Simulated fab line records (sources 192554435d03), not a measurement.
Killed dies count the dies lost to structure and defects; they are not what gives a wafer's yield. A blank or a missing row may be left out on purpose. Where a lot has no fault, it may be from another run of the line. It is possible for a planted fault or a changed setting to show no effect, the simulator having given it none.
Split-lot experiment | flow n5 finfet | 21 wafers read across 7 lots, on a route 1938 steps long

== ABOUT THE SPLIT ==
At N5_BEOL_M12_COAT_65 (time 60 s, resist thk 300 nm), the setting spin rpm was moved away from the recipe's 1500 rpm on 9 of the 21 wafers read, by -5.5% to +11.1%. All remaining wafers had this setting at the recipe value.

The reading comes from the split's own step.

== THE READING ==
SOC_of_BEOL_M12_COAT_65.thk nm (the simulator's own value, which no gauge read), in nm, at N5_BEOL_M12_COAT_65 (time 60 s, resist thk 300 nm). There is no usual value for it anywhere in the file. Across the 12 wafers here that went through the recipe, the average is 299.9 nm and the standard deviation 0.82 nm.

wafer  | tool, chamber at the split | spin rpm as run, rpm | against the recipe | SOC_of_BEOL_M12_COAT_65.thk nm, nm | against lot-mates on the recipe
L074.1 | litho track-04, 0          | 1440                 | -4.0%              | 307.2                              | +6.4
L074.2 | litho track-04, 0          | 1440                 | -4.0%              | 307.6                              | +6.8
L074.5 | litho track-04, 0          | 1500                 | recipe             | 300.8                              | -
L079.1 | litho track-04, 0          | 1666                 | +11.1%             | 284.6                              | no lot-mate on the recipe
L079.2 | litho track-04, 0          | 1666                 | +11.1%             | 285.2                              | no lot-mate on the recipe
L079.5 | litho track-04, 0          | 1666                 | +11.1%             | 285.2                              | no lot-mate on the recipe
L081.2 | litho track-04, 0          | 1500                 | recipe             | 300.6                              | -
L081.4 | litho track-04, 0          | 1500                 | recipe             | 300.6                              | -
L081.5 | litho track-04, 0          | 1500                 | recipe             | 301                                | -
L083.4 | litho track-01, 0          | 1500                 | recipe             | 300.2                              | -
L083.5 | litho track-01, 0          | 1578                 | +5.2%              | 292.4                              | -7.6
L083.6 | litho track-01, 0          | 1500                 | recipe             | 299.8                              | -
L095.1 | litho track-01, 0          | 1500                 | recipe             | 299.8                              | -
L095.2 | litho track-01, 0          | 1500                 | recipe             | 299.8                              | -
L095.6 | litho track-01, 0          | 1500                 | recipe             | 298.2                              | -
L094.2 | litho track-01, 0          | 1550                 | +3.3%              | 294.6                              | -4.4
L094.3 | litho track-01, 0          | 1550                 | +3.3%              | 294.6                              | -4.4
L094.4 | litho track-01, 0          | 1500                 | recipe             | 299                                | -
L092.1 | litho track-04, 0          | 1500                 | recipe             | 299.8                              | -
L092.4 | litho track-04, 0          | 1500                 | recipe             | 298.8                              | -
L092.6 | litho track-04, 0          | 1418                 | -5.5%              | 307                                | +7.7

THE FIT
A straight line over all 21 wafers: SOC_of_BEOL_M12_COAT_65.thk nm changes by -1.41 nm for each +1% of spin rpm; r = -0.99; the points scatter about the line by 0.95 nm.
The same after taking each lot's own level away (the mean of its wafers on the recipe; 18 wafers): -1.47 nm for each +1%; r = -0.99; scatter 0.49 nm.
The reading moves by 16 nm for the largest change in spin rpm, on that fit.
Measured against the standard deviation above, the lots' own levels, which go from 299.00 to 300.80 nm, span 2.2 times it.
The two slopes are in agreement: the lot-to-lot level therefore moves the slope only a little.
Check: with one of the wafers moved furthest among these (-5.5%) left out of the fit, the line predicts +8.38 nm for it against its lot-mates. Against them it came out at +7.7 nm.

== OTHER SPLITS ON THESE WAFERS ==
Other splits were also applied to these wafers ahead of the reading. Each is held against what the fit with the lots' levels taken away leaves over:
other split on the same wafers     | wafers away from the commonest value | r with SOC_of_BEOL_M12_COAT_65.thk nm (lot level and that fit taken away)
N5_BEOL_M9_COAT_05 spin rpm        | 4                                    | +0.03
N5_BEOL_M10_ILD_DEP_00 time s      | 9                                    | +0.02
N5_BEOL_M10_HM_DEP_02 target thk a | 7                                    | -0.19
N5_BEOL_M11_PECVD_70 temp c        | 9                                    | +0.44

== FILE'S OWN FIT ==
SOC_of_BEOL_M12_COAT_65.thk nm changes by -1.46 nm for each +1% of spin rpm, r = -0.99.
